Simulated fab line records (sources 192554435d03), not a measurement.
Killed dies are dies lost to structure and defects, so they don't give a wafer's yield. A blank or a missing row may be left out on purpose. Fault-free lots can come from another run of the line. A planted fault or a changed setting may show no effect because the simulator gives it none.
A single fault, viewed from 2 desks / flow n5_finfet / each desk holds nothing but its own numbers, with what lay behind them at the end
Where a reading is given only as a bound, like >300, the bound stands for it, and a mean or a difference that rests on one is marked > or <: the true number lies beyond.

== DESK OF THE TOOL OWNER: rie_diel-04 ==
The tool's own readings at N5_BEOL_M15_VIA_ETCH_16 (etches SiO2 in C4F8/O2/Ar, target depth 1792.2 nm): means of the sampled wafers that have a number, for each lot that ran on this tool. Marked OUT: a lot whose mean sits more than 4 standard deviations from the usual mean, which makes it out of limits; the brackets give that distance.
Columns: A = drypump_motor_current_A at N5_BEOL_M15_VIA_ETCH_16, usual 5.8 A; B = oes_product_au at N5_BEOL_M15_VIA_ETCH_16, usual 0.69 a.u.; C = rf_vpp_V at N5_BEOL_M15_VIA_ETCH_16, usual 2221 V; D = showerhead_plenum_p_Torr at N5_BEOL_M15_VIA_ETCH_16, usual 3.41 Torr; E = throttle_valve_pct at N5_BEOL_M15_VIA_ETCH_16, usual 30.89 %
lot=L943; first seen here=day 11 12:13; A=5.2; B=0.71; C=2240; D=3.33; E=30.81
lot=L944; first seen here=day 11 22:44; A=5.2; B=0.71; C=2241; D=3.33; E=30.81
lot=L949; first seen here=day 13 04:04; A=5.2; B=0.70; C=2246; D=3.39; E=31.02
lot=L959; first seen here=day 15 19:49; A=5.2; B=0.76; C=2250; D=3.45; E=30.82
lot=L963; first seen here=day 16 14:12; A=5.5; B=0.65; C=2232; D=3.39; E=31.11
This desk's finding: nothing out of limits on any of the 5 lots.

== THE DEFECT DESK ==
For each lot, the counts of the inspections along the route, averaged over the sampled wafers that have a number. Marked OUT: a lot whose mean sits more than 4 standard deviations from the usual mean, which makes it out of limits; the brackets give that distance.
Columns: A = raw_defect_count at N5_BEOL_M15_INSPECT_12, usual 2.1; B = raw_defect_count at N5_BEOL_M15_INSPECT_30, usual 2.1
lot=L941; first seen here=day 10 19:31; A=2.3; B=1.3
lot=L943; first seen here=day 11 12:06; A=2.3; B=2.3
lot=L944; first seen here=day 11 22:35; A=2.0; B=>300 (+99 or more) OUT
lot=L949; first seen here=day 13 03:48; A=1.0; B=>300 (+99 or more) OUT
lot=L957; first seen here=day 15 15:58; A=1.7; B=1.7
lot=L959; first seen here=day 15 19:41; A=2.0; B=4.0
lot=L961; first seen here=day 16 07:10; A=2.0; B=2.0
lot=L963; first seen here=day 16 14:05; A=2.3; B=2.3
lot=L962; first seen here=day 16 17:01; A=1.3; B=2.7
lot=L964; first seen here=day 17 00:42; A=1.0; B=1.7
This desk finds L944, L949 out of limits, L944 being first, at day 12 00:20 (raw_defect_count at N5_BEOL_M15_INSPECT_30). L941, L943, L957, L959, L961, L963, L962, L964 stayed within limits.

== BROUGHT TOGETHER ==
The defect desk could have raised an alarm at day 12 00:20, on L944, L949.
The desk of the tool owner found nothing out of limits.
On record at the tool owner's desk: L944, L949, within its limits.
N5_BEOL_M15_VIA_ETCH_16 was run on rie_diel-04 by each of the lots named.

== WHAT WAS PUT IN BY THE SIMULATOR ==
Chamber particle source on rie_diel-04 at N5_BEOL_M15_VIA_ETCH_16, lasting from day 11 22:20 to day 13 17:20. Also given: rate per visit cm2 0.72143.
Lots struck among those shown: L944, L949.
Hours from the fault's start to each desk's first reading out of limits: the defect desk, 2.
